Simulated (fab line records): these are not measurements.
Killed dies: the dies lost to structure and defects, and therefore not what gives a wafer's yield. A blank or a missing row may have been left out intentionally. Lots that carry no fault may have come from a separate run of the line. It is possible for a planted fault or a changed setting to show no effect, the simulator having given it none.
Matching of chambers	flow n5_finfet	N5_BEOL_M5_DESCUM_16 on rie_diel-04 has 4 sister chambers
The step chemistry O2, time 7 s. 4 wafers are shown with their chamber, then 7 later ones without.

WAFERS WITH THEIR CHAMBER
wafer	chamber	showerhead_plenum_p_Torr (Torr)
L242.5	2	1.99
L245.5	1	2.04
L248.2	0	2.02
L248.3	3	2.23

WAFERS WITH NO CHAMBER GIVEN
wafer	showerhead_plenum_p_Torr (Torr)
L248.6	2.02
L258.3	2.22
L258.4	2.03
L258.5	2.22
L257.3	2.01
L257.5	2.03
L257.6	2.22

CHAMBER TAKEN BY EACH
wafer	from the rows above	in truth
L248.6	0	0
L258.3	3	3
L258.4	can't be placed: 0 or 1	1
L258.5	3	3
L257.3	can't be placed: 0 or 2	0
L257.5	can't be placed: 0 or 1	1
L257.6	3	3
Placed correctly: 4 of 7. Unplaceable from these rows: 3, with the true chamber sitting among the candidates in 3. Number placed wrongly: 0.
How it was worked out, from the rows above alone: a wafer's distance from a chamber is the root of the sum, over the readings, of the square of ((its reading less the chamber's mean) divided by the reading's scatter). If the next closest chamber is less than 2 further off than the closest, the wafer can't be placed; otherwise it belongs to the closest. A chamber's mean is the mean of its shown wafers. The scatter: root of mean squared gap, hidden wafer to nearest shown wafer, with one shown wafer a chamber.
